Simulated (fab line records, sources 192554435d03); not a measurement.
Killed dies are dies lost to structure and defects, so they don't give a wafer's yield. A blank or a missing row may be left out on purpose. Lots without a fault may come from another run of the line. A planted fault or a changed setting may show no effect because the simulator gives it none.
A struck lot beside a sound one | flow n5_finfet | 19 steps out of a route of 1938
Sound: wafers L935.1, L935.4, L935.6. Struck: wafers L953.2, L953.5, L953.6. The cause comes at the end.
At each step with rows: each side's tool, then ch and its chambers, then its first start. Under that, the readings that differ: sound wafers | struck wafers | difference of the means | sigmas: that difference in standard deviations of wafers without a fault.
alike: readings whose means differ by less than 2 such deviations, and words and numbers that are the same on both sides. not compared: withheld readings, readings that some wafer has no value for, bounds like >300 that may hide the same value, and numbers for which the record gives no deviation and whose values overlap.
The two part at a step that has a row with sigmas, a row that says differs or no value, or rows on one side only. Numbers that don't overlap but have no deviation are shown without sigmas and don't part them. A reading that every wafer of one side lacks parts them only if that side has two wafers or more.

first, 9 steps without rows for these wafers: N5_BEOL_M8_DESCUM_16 (chemistry O2, time 7.9 s); N5_BEOL_M8_ETCH_61 (etches SiARC in CF4, target depth 45.5 nm, time 75.8 s); N5_BEOL_M8_ETCH_62 (etches SOC in N2/H2, target depth 110 nm, overetch 22 nm, time 165 s); N5_BEOL_M8_STRIP_68 (strips in N2/H2); N5_BEOL_M8_STRIP_67 (strips in CF4); N5_BEOL_M8_HM_OPEN_17 (chemistry Cl2/BCl3, target TiN, target depth 20 nm, overetch 6 nm); N5_BEOL_M8_STRIP_19 (strips in O2); N5_BEOL_M8_COAT_63 (time 60 s, resist thk 60 nm); N5_BEOL_M8_COAT_64 (time 60 s, resist thk 12 nm).
N5_BEOL_M8_COAT_71: time 60 s, resist thk 5 nm.
  sound on litho_track-04 ch 0, day 9 22:43; struck on litho_track-04 ch 0, day 14 19:41
  reading              | sound                | struck               | difference | sigmas
  spin_speed_rpm (rpm) | 1500.4 1499.5 1499.5 | 1631.2 1630.9 1632.0 | +131.6     | +99 or more
  alike: chill_plate_temp_C
then, 7 steps without rows for these wafers: N5_BEOL_M8_COAT_22 (resist thk 30 nm); N5_BEOL_M8_EBR_24; N5_BEOL_M8_SOFTBAKE_23 (time 60 s); N5_BEOL_M8_EXPOSE_25 (exposes mask V7, target cd 40 nm); N5_BEOL_M8_PEB_26 (peb time 60 s); N5_BEOL_M8_DEVELOP_27 (develop time 30 s); N5_BEOL_M8_DESCUM_33 (chemistry O2, time 7 s).
N5_BEOL_M8_ETCH_72: etches underlayer in N2/H2, target depth 6.5 nm, time 5.2 s.
  sound on rie_diel-02 ch 1,2, day 9 23:32; struck on rie_diel-01 ch 0,1,2, day 14 20:21
  reading                  | sound             | struck           | difference | sigmas
  etch_rf_on_time_s (s)    | 5.17 5.71 5.72    | 5.01 5.03 4.88   | -0.56      | -3
  model.etch.depth_nm (nm) | 5.011 5.012 5.024 | 4.79 4.786 4.797 | -0.22      |
  alike: drypump_motor_current_A, oes_product_au, rf_vpp_V, showerhead_plenum_p_Torr, throttle_valve_pct
  not compared: rf_hours_counter_h
then, 1 step without rows for these wafers: N5_BEOL_M8_ETCH_65 (etches SiARC in CF4, target depth 15.6 nm, time 26 s).

WHERE THEY PART
First at N5_BEOL_M8_COAT_71; last, within this record, at N5_BEOL_M8_ETCH_72.

WHY: what the simulator had put in
Process parameter drift: litho_track-04, from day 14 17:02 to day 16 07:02, at N5_BEOL_M8_COAT_71. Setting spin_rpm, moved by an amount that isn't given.
